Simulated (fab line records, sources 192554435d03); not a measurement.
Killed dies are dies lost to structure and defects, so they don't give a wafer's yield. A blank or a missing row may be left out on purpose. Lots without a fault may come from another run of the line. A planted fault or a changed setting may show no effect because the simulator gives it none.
fab line records | flow n5_finfet
record lots=5 wafers=15 last_day=18
route steps=1938 shown BEOL_M3@968 BEOL_M4@1111
lots that met no fault: from a run of the same line without faults
start_h: hours from the record's first day to the start of the lot's first wafer shown | wait_h: hours since the lot's step before | " the same as in the row above | L1.1+2: a row that stands for several wafers | - no value, or no start given | * or withheld: withheld | < > ~ a bound
route shown NAME@n: a module of which the file shows steps, and the number in the route of the first | usual: mean/standard deviation of fault-free wafers | same: alike in all rows | chamber/n: place in a boat | sites: the reading at each site | _std_site: their standard deviation | _edge_site: outer sites' mean less inner sites' | radius_mm: how far each site lies from the wafer's centre | mask NAME#n: copy n | behind: the tool/chamber that last shaped the wafer | hold: why the lot was held/for how many hours/how that ended | device: the transistor (n, p or np) that didn't switch | end of line: the same wafers' tests at the end of the route | a step without rows: its recipe alone | killed: dies lost to structure and defects at the first sort, not the wafer's yield | map: a wafer's dies, x killed, . not, _ none there
set.NAME: the setting as run; set.NAME@STEP: as run at that earlier step | model.NAME: the simulator's own value behind a step, which no gauge read
lots at some steps of the route; a table a step, a row a wafer
services: from which hour (start_h, from the record's first day; less than 0 if before it) a tool's chamber was out of use, for how many hours, and why
## steps
# step N5_BEOL_M3_INSPECT_30
# recipe mode=adi inspect_instrument=brightfield
# usual raw_defect_count=407/84
# columns lot.wafer tool chamber start_h wait_h raw_defect_count
L830.2 defect_inspect-01 - 153.68 0.0 497
L830.3 " - " " 484
L830.5 " - " " 511
L833.2 defect_inspect-01 - 177.11 0.0 336
L833.3 " - " " 394
L833.5 " - " " 451
L846.1 defect_inspect-02 - 274.90 0.1 375
L846.3 " - " " 320
L846.5 " - " " 350
L850.1 defect_inspect-02 - 287.05 0.1 497
L850.4 " - " " 455
L850.6 " - " " 577
L851.1 defect_inspect-01 - 289.97 0.1 412
L851.3 " - " " 379
L851.6 " - " " 417
# step N5_BEOL_M3_DESCUM_33
# recipe chemistry=O2 time_s=7 source_power_w=50 bias_power_w=20 pressure_mtorr=20 rf_frequency_hz=2.712e+07 temp_c=40 resist=CAR-EUV o2_flow_sccm=225
# usual chamber_pressure_mTorr=20.001/0.018 drypump_motor_current_A=6.0/0.43 oes_product_au=0.77/0.075 rf_vpp_V=243.0/1.7 showerhead_plenum_p_Torr=2.07/0.093 temp_c=40.02/0.1 throttle_valve_pct=20.4/0.34
# columns lot.wafer tool chamber start_h wait_h chamber_pressure_mTorr drypump_motor_current_A oes_product_au rf_hours_counter_h rf_vpp_V showerhead_plenum_p_Torr temp_c throttle_valve_pct
L830.2 rie_diel-03 3 153.90 0.2 20.004 5.9 0.80 101 242.6 2.00 40.00 19.9
L830.3 " 0 " " 20.022 5.7 0.77 145 244.7 2.19 40.00 20.9
L830.5 " 2 " " 20.012 6.2 0.71 - 244.2 2.13 39.92 20.3
L833.2 rie_diel-06 3 177.19 0.1 20.005 5.9 0.79 125 239.4 1.92 40.06 20.0
L833.3 " 0 " " 19.977 6.6 0.76 183 241.2 2.00 39.96 20.1
L833.5 " 2 " " 19.979 5.7 0.70 - 241.3 2.05 40.01 21.0
L846.1 rie_diel-06 1 274.94 0.0 20.016 6.5 0.84 61 244.6 2.19 40.08 20.2
L846.3 " 3 " " 19.975 5.8 0.75 153 240.0 1.91 40.04 20.1
L846.5 " 3 " " 19.998 5.8 0.74 - 241.9 1.91 39.98 20.1
L850.1 rie_diel-06 0 287.09 0.0 19.993 6.5 0.72 217 241.0 1.99 40.16 20.2
L850.4 " 1 " " 20.020 6.5 0.83 65 244.7 2.18 40.03 20.2
L850.6 " 2 " " 20.008 5.6 0.94 - 242.4 2.04 40.00 20.6
L851.1 rie_diel-06 0 290.01 0.0 20.016 6.5 0.72 218 241.2 1.99 40.08 20.2
L851.3 " 2 " " 20.009 5.6 0.95 18 243.5 2.04 39.97 20.6
L851.6 " 3 " " 20.008 5.9 0.75 - 241.0 1.91 40.17 20.1
# step N5_BEOL_M3_ETCH_77
# recipe chemistry=N2/H2 target=underlayer target_depth_a=65 mask_material=CAR-EUV time_s=5.2 ion_energy_ev=200 pressure_mtorr=30 source_w=840 bias_w=150 n2_flow_sccm=200 h2_flow_sccm=200 ends=cleared
# step N5_BEOL_M3_ETCH_69
# recipe chemistry=CF4 target=SiARC target_depth_a=156 mask_material=CAR-EUV time_s=26 ion_energy_ev=80 pressure_mtorr=40 source_w=545 bias_w=36 Ar_flow_sccm=100 cf4_flow_sccm=100 ends=cleared
# usual chamber_pressure_mTorr=40.00/0.038 drypump_motor_current_A=6.0/0.43 etch_rf_on_time_s=26.0/0.88 oes_product_au=0.65/0.061 rf_vpp_V=183.9/1.4 showerhead_plenum_p_Torr=2.13/0.091 throttle_valve_pct=15.67/0.28
# columns lot.wafer tool chamber start_h wait_h chamber_pressure_mTorr drypump_motor_current_A etch_rf_on_time_s oes_product_au rf_hours_counter_h rf_vpp_V showerhead_plenum_p_Torr throttle_valve_pct
L830.2 rie_diel-03 3 153.95 0.0 39.93 5.8 25.2 0.68 101 181.8 2.07 15.27
L830.3 " 0 " " 39.94 5.7 27.0 0.64 145 184.2 2.22 15.88
L830.5 " 2 " " 39.96 6.2 27.5 0.59 - 185.6 2.23 15.94
L833.2 rie_diel-06 3 177.24 0.0 40.01 5.9 25.0 0.67 125 182.3 1.99 15.32
L833.3 " 0 " " 40.03 6.5 25.2 0.65 183 183.2 2.04 15.31
L833.5 " 2 " " 40.01 5.6 25.8 0.60 - 184.6 2.10 16.13
L846.1 rie_diel-06 1 274.99 0.0 40.02 6.5 26.4 0.71 61 185.2 2.25 15.52
L846.3 " 3 " " 39.97 5.8 25.2 0.64 153 182.2 1.98 15.39
L846.5 " 3 " " 40.01 5.9 25.4 0.64 - 182.4 1.98 15.38
L850.1 rie_diel-06 0 287.14 0.0 40.07 6.5 25.0 0.63 217 183.6 2.03 15.41
L850.4 " 1 " " 40.01 6.5 27.0 0.70 65 186.6 2.25 15.53
L850.6 " 2 " " 40.00 5.6 25.1 0.79 - 183.7 2.09 15.68
L851.1 rie_diel-06 0 290.06 0.0 40.03 6.5 24.9 0.63 218 182.2 2.03 15.41
L851.3 " 2 " " 39.99 5.6 25.1 0.80 18 183.9 2.09 15.69
L851.6 " 3 " " 39.99 5.8 24.9 0.65 - 182.0 1.98 15.40
# step N5_BEOL_M3_ALD_98
# recipe material=SiO2 target_thk_a=25 temp_c=100 ald_precursor_family=BDEAS ald_co_reactant=O2-plasma pulse_time_s=1 co_reactant_pulse_time_s=1 purge_time_s=2 co_reactant_purge_time_s=2 ald_cycles=17 pressure_torr=2
# step N5_BEOL_M3_ETCHBACK_99
# recipe chemistry=CHF3 target=SiO2 target_depth_a=50 time_s=10.4 source_w=215 bias_w=47 Ar_flow_sccm=200 CHF3_flow_sccm=12 ion_energy_ev=100 pressure_mtorr=30
# step N5_BEOL_M3_ETCH_70
# recipe chemistry=N2/H2 target=SOC target_depth_a=800 overetch_a=160 mask_material=SiARC temp_c=40 time_s=120 ion_energy_ev=200 pressure_mtorr=30 source_w=840 bias_w=150 n2_flow_sccm=200 h2_flow_sccm=200
# step N5_BEOL_M3_STRIP_71
# recipe chemistry=N2/H2 temp_c=40 n2_flow_sccm=200 h2_flow_sccm=200 rf_frequency_hz=6e+07
# step N5_BEOL_M3_STRIP_78
# recipe chemistry=N2/H2 temp_c=40 n2_flow_sccm=200 h2_flow_sccm=200 rf_frequency_hz=6e+07
# step N5_BEOL_M3_VIA_ETCH_34
# recipe chemistry=C4F6/O2 target_depth_a=694 mask_material=SOC pressure_mtorr=15 ion_energy_ev=250 taper_deg=4 time_s=65.9 source_w=350 bias_w=170 Ar_flow_sccm=300 C4F6_flow_sccm=10 O2_flow_sccm=10
# usual chamber_pressure_mTorr=15.000/0.014 drypump_motor_current_A=5.9/0.45 oes_o_777_au=0.76/0.072 oes_product_au=0.76/0.08 rf_vpp_V=662/21 showerhead_plenum_p_Torr=2.83/0.11 throttle_valve_pct=30.9/0.32
# columns lot.wafer tool chamber start_h wait_h chamber_pressure_mTorr drypump_motor_current_A oes_o_777_au oes_product_au rf_hours_counter_h rf_vpp_V showerhead_plenum_p_Torr throttle_valve_pct
L830.2 rie_diel-03 0 154.88 0.0 15.008 5.7 0.76 0.75 146 681 2.95 31.3
L830.3 " 3 " " 14.987 5.8 0.78 0.79 101 658 2.78 30.6
L830.5 " 2 " " 15.003 6.2 0.64 0.69 - 713 2.93 30.6
L833.2 rie_diel-06 1 178.61 0.0 14.981 6.5 0.81 0.88 33 672 3.02 30.7
L833.3 " 3 " " 15.018 5.9 0.79 0.78 125 633 2.65 30.5
L833.5 " 0 " " 14.992 6.5 0.78 0.75 - 640 2.72 30.5
L846.1 rie_diel-06 1 275.36 0.0 14.990 6.5 0.79 0.84 61 672 3.01 30.7
L846.3 " 0 " " 15.016 6.6 0.75 0.73 213 639 2.71 30.5
L846.5 " 3 " " 15.004 5.9 0.76 0.75 - 633 2.64 30.5
L850.1 rie_diel-03 0 289.74 0.0 15.009 5.8 0.73 0.73 188 680 2.93 31.3
L850.4 " 3 " " 14.977 5.9 0.74 0.75 145 658 2.76 30.7
L850.6 " 1 " " 15.010 6.8 0.70 0.67 - 657 2.70 31.3
L851.1 rie_diel-01 1 292.79 0.0 15.002 5.5 0.88 0.89 33 656 2.90 30.9
L851.3 " 2 " " 14.970 5.4 0.71 0.69 222 675 2.93 30.9
L851.6 " 2 " " 14.982 5.4 0.71 0.69 - 674 2.93 30.8
# step N5_BEOL_M3_STRIP_83
# recipe chemistry=C4F6/O2 resist=SiARC rf_frequency_hz=6e+07
# step N5_BEOL_M3_STRIP_36
# recipe chemistry=N2/H2 power_w=450 temp_c=40 pressure_mtorr=20 rf_frequency_hz=6e+07 overash_fraction=0.3 bias_power_w=7 h2_frac=0.5 n2_flow_sccm=200 h2_flow_sccm=200
# usual chamber_pressure_mTorr=20.00/0.035 drypump_motor_current_A=5.9/0.46 oes_product_au=0.76/0.079 rf_vpp_V=59.1/1.4 showerhead_plenum_p_Torr=2.53/0.11 temp_c=40.03/0.098 throttle_valve_pct=23.7/0.34
# columns lot.wafer tool chamber start_h wait_h chamber_pressure_mTorr drypump_motor_current_A oes_product_au rf_hours_counter_h rf_vpp_V showerhead_plenum_p_Torr temp_c throttle_valve_pct
L830.2 rie_diel-03 0 154.94 0.0 20.01 5.8 0.76 146 59.8 2.65 39.88 24.1
L830.3 " 3 " " 19.92 5.8 0.80 101 60.0 2.47 40.08 23.4
L830.5 " 2 " " 19.98 6.2 0.71 - 57.2 2.63 40.12 23.5
L833.2 rie_diel-06 1 178.67 0.0 20.02 6.5 0.89 33 58.6 2.71 39.92 23.6
L833.3 " 3 " " 19.97 5.9 0.79 125 56.0 2.35 39.95 23.5
L833.5 " 0 " " 19.98 6.5 0.74 - 58.7 2.43 39.90 23.3
L846.1 rie_diel-06 1 275.42 0.0 20.05 6.5 0.84 61 61.1 2.70 40.10 23.6
L846.3 " 0 " " 20.04 6.5 0.74 213 57.8 2.42 40.10 23.4
L846.5 " 3 " " 19.98 5.9 0.76 - 56.0 2.34 40.01 23.5
L850.1 rie_diel-03 0 289.81 0.0 19.96 5.7 0.74 188 62.4 2.63 39.87 24.2
L850.4 " 3 " " 19.94 5.8 0.75 145 57.5 2.45 39.99 23.5
L850.6 " 1 " " 19.99 6.8 0.65 - 57.5 2.39 39.98 23.8
L851.1 rie_diel-01 1 292.85 0.0 19.97 5.5 0.87 33 60.1 2.56 40.08 23.4
L851.3 " 2 " " 19.99 5.4 0.69 222 59.7 2.62 40.12 23.8
L851.6 " 2 " " 20.05 5.4 0.70 - 57.3 2.62 40.16 23.9
# step N5_BEOL_M3_TRENCH_ETCH_37
# recipe chemistry=C4F6/O2 target_depth_a=555.55 target=SiOC time_s=29.2 ion_energy_ev=250 pressure_mtorr=30 source_w=355 bias_w=185 Ar_flow_sccm=300 C4F6_flow_sccm=10 O2_flow_sccm=10
# usual chamber_pressure_mTorr=29.998/0.026 drypump_motor_current_A=5.9/0.46 oes_o_777_au=0.76/0.071 oes_product_au=0.76/0.078 rf_vpp_V=662/21 showerhead_plenum_p_Torr=2.84/0.11 throttle_valve_pct=20.97/0.26
# columns lot.wafer tool chamber start_h wait_h chamber_pressure_mTorr drypump_motor_current_A oes_o_777_au oes_product_au rf_hours_counter_h rf_vpp_V showerhead_plenum_p_Torr throttle_valve_pct model.BEOL_M3.feature_depth_nm model.etch.depth_nm model.TiN_of_BEOL_M3_HM_DEP_02.thk_nm
L830.2 rie_diel-03 0 154.98 - 29.996 5.8 0.77 0.76 146 681 2.96 21.18 54.6 54.66 17.2
L830.3 " 3 " " 30.008 5.8 0.79 0.80 101 656 2.79 20.67 56.2 56.23 17.6
L830.5 " 2 " " 30.006 6.2 0.64 0.70 - 715 2.93 20.96 54.6 54.6 17.8
L833.2 rie_diel-06 1 178.71 - 29.990 6.5 0.82 0.88 33 674 3.02 20.86 55 54.91 17.6
L833.3 " 3 " " 30.005 5.9 0.79 0.78 125 632 2.65 20.62 57 57.06 17.4
L833.5 " 0 " " 29.994 6.6 0.77 0.75 - 640 2.73 20.58 56.4 56.44 17.6
L846.1 rie_diel-06 1 275.46 - 29.981 6.5 0.77 0.85 61 671 3.01 20.88 55.8 55.78 18
L846.3 " 0 " " 30.010 6.5 0.75 0.73 213 639 2.71 20.62 48 47.98 18
L846.5 " 3 " " 30.000 5.9 0.76 0.75 - 632 2.64 20.67 56.2 56.1 17.6
L850.1 rie_diel-03 0 289.85 - 29.983 5.7 0.74 0.73 188 679 2.94 21.24 54.6 54.54 17.4
L850.4 " 3 " " 30.024 5.8 0.74 0.76 145 656 2.77 20.74 56 55.96 17.6
L850.6 " 1 " " 29.998 6.8 0.70 0.67 - 655 2.71 21.25 53.4 53.48 17.6
L851.1 rie_diel-01 1 292.89 - 29.957 5.5 0.87 0.89 33 656 2.91 20.96 56 56.09 17.6
L851.3 " 2 " " 29.988 5.4 0.71 0.69 222 675 2.93 21.04 53.6 53.64 17.8
L851.6 " 2 " " 30.021 5.4 0.72 0.69 - 677 2.93 21.02 53.8 53.71 17.4
# step N5_BEOL_M3_ETCH_41
# recipe chemistry=CH3F/O2 target=SiCN target_depth_a=299 taper_deg=2 time_s=52.5 ion_energy_ev=120 mask_material=TiN pressure_mtorr=30 source_w=395 bias_w=75 Ar_flow_sccm=150 CH3F_flow_sccm=30 O2_flow_sccm=20
# usual chamber_pressure_mTorr=30.001/0.026 drypump_motor_current_A=5.9/0.46 oes_product_au=0.76/0.079 rf_vpp_V=297.1/2 showerhead_plenum_p_Torr=1.99/0.083 throttle_valve_pct=16.43/0.25
# columns lot.wafer tool chamber start_h wait_h chamber_pressure_mTorr drypump_motor_current_A oes_product_au rf_hours_counter_h rf_vpp_V showerhead_plenum_p_Torr throttle_valve_pct
L830.2 rie_diel-03 0 - - 29.963 5.7 0.75 146 298.5 2.08 16.62
L830.3 " 3 " " 30.026 5.8 0.80 101 294.2 1.95 16.09
L830.5 " 2 " " 30.012 6.2 0.69 - 297.8 2.06 16.46
L833.2 rie_diel-06 1 - - 30.027 6.5 0.88 33 299.9 2.13 16.24
L833.3 " 3 " " 29.950 5.8 0.79 125 294.4 1.86 16.08
L833.5 " 0 " " 30.028 6.5 0.75 - 294.2 1.91 16.11
L846.1 rie_diel-06 1 - - 29.989 6.5 0.84 61 300.6 2.12 16.30
L846.3 " 0 " " 29.969 6.5 0.73 213 295.8 1.90 16.16
L846.5 " 3 " " 29.996 5.9 0.75 - 294.4 1.85 16.11
L850.1 rie_diel-03 0 - - 30.032 5.7 0.72 188 298.3 2.07 16.71
L850.4 " 3 " " 30.005 5.8 0.76 145 295.5 1.94 16.16
L850.6 " 1 " " 30.011 6.8 0.67 - 295.0 1.90 16.74
L851.1 rie_diel-01 1 - - 29.998 5.5 0.89 33 297.5 2.04 16.34
L851.3 " 2 " " 30.056 5.4 0.70 222 298.0 2.06 16.55
L851.6 " 2 " " 29.977 5.4 0.70 - 297.6 2.06 16.54
# step N5_BEOL_M3_STRIP_97
# recipe chemistry=N2/H2 time_s=10 power_w=450 temp_c=40 pressure_mtorr=20 rf_frequency_hz=6e+07 bias_power_w=7 n2_flow_sccm=200 h2_flow_sccm=200
# step N5_BEOL_M3_OCD_MEAS_38
# usual trench_depth_nm=55.4/1.2
# columns lot.wafer tool chamber start_h wait_h trench_depth_nm
L830.2 ocd-02 - 155.14 - 54.4
L830.3 " - " " 57.1
L830.5 " - " " 54.4
L833.2 ocd-01 - 178.87 - 54.4
L833.3 " - " " 56.8
L833.5 " - " " 56.4
L846.1 ocd-02 - 275.61 - 55.5
L846.3 " - " " 48.2
L846.5 " - " " 56.4
L850.1 ocd-02 - 290.00 - 55.0
L850.4 " - " " 56.0
L850.6 " - " " 53.3
L851.1 ocd-02 - 293.04 - 56.2
L851.3 " - " " 53.7
L851.6 " - " " 53.8
# step N5_BEOL_M3_HM_STRIP_39
# recipe chemistry=peroxide_tin_strip material=TiN target_depth_a=250 temp_c=50 time_s=158
# step N5_BEOL_M4_RC_MEAS_101
# usual DIBL_N=36.4/2 DIBL_P=36.1/2.5 IOFF_N=0.16/0.037 IOFF_P=0.20/0.038 ION_N=670/13 ION_P=459/8.3 SS_N=71.6/0.69 SS_P=73.3/0.72 VT_N=250/3.4 VT_P=-251/3.1
# columns lot.wafer tool chamber start_h wait_h DIBL_N[mV/V] DIBL_P[mV/V] IOFF_N[nA/um] IOFF_P[nA/um] ION_N[uA/um] ION_P[uA/um] SS_N[mV/dec] SS_P[mV/dec] VT_N[mV] VT_P[mV]
L830.2 prober-01 0 174.82 0.2 36.5 37.0 0.17 0.21 687 465 71.8 74.3 250 -251
L830.3 " 0 " " 35.1 34.5 0.13 0.18 643 447 71.2 73.2 250 -249
L830.5 " 0 " " 38.5 39.5 0.19 0.28 653 455 71.9 74.8 249 -248
L833.2 prober-01 0 195.90 0.2 36.9 35.3 0.16 0.17 675 452 71.8 72.8 252 -255
L833.3 " 0 " " 35.1 34.6 0.14 0.17 664 454 71.5 73.3 250 -253
L833.5 " 0 " " 36.0 35.1 0.15 0.17 661 444 71.8 73.1 250 -255
L846.1 prober-01 0 290.32 0.0 36.3 36.2 0.14 0.23 659 468 71.4 73.5 250 -247
L846.3 " 0 " " 37.3 38.6 0.16 0.26 664 470 71.3 73.9 251 -245
L846.5 " 0 " " 36.1 37.3 0.14 0.24 672 476 71.2 73.3 252 -246
L850.1 prober-01 0 304.35 0.0 38.8 39.0 0.23 0.22 697 464 71.5 74.2 244 -252
L850.4 " 0 " " 35.6 36.4 0.16 0.18 677 462 71.3 73.5 248 -253
L850.6 " 0 " " 37.6 38.2 0.19 0.21 671 456 71.8 74.1 248 -251
L851.1 prober-01 0 313.51 0.0 38.7 39.0 0.20 0.24 694 467 72.2 73.9 248 -251
L851.3 " 0 " " 36.7 35.9 0.15 0.20 666 454 71.5 73.3 251 -252
L851.6 " 0 " " 38.1 37.8 0.19 0.22 689 468 72.1 74.1 248 -252
## services
# columns tool chamber start_h hours kind
rie_diel-03 2 140.26 5.8 repair
rie_diel-06 1 154.34 5.2 repair
rie_diel-01 1 176.55 - clean
rie_diel-01 1 176.55 - consumable_replace:focus_ring
rie_diel-01 1 176.55 15.4 scheduled_down
rie_diel-01 1 176.55 15.4 vent_cycle
rie_diel-06 2 198.77 - clean
rie_diel-06 2 198.77 - consumable_replace:focus_ring
rie_diel-06 2 198.77 24.8 scheduled_down
rie_diel-06 2 198.77 24.8 vent_cycle
rie_diel-06 - 199.41 3.9 repair
rie_diel-01 3 207.40 19.4 repair
rie_diel-01 0 267.70 - clean
rie_diel-01 0 267.70 - consumable_replace:focus_ring
rie_diel-01 0 267.70 39.1 scheduled_down
rie_diel-01 0 267.70 39.1 vent_cycle
## key
first_sign step=N5_BEOL_M3_OCD_MEAS_38 reading=trench_depth_nm direction=down sigmas=6.1 usual=55.4 struck=48.2
effect none on later readings
model_effect step=N5_BEOL_M3_TRENCH_ETCH_37 value=BEOL_M3.feature_depth_nm without=56.6 struck=48
met_at N5_BEOL_M3_TRENCH_ETCH_37
struck_wafers L846.3
onset_between 178.71 275.46
fault kind=process_parameter_drift tool=rie_diel-06 chamber=0 onset_h=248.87 steps=N5_BEOL_M3_TRENCH_ETCH_37 channel=target_depth_a offset=-83.967 shape=step end_h=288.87 acts_in=these_recipes_only stated=555.55
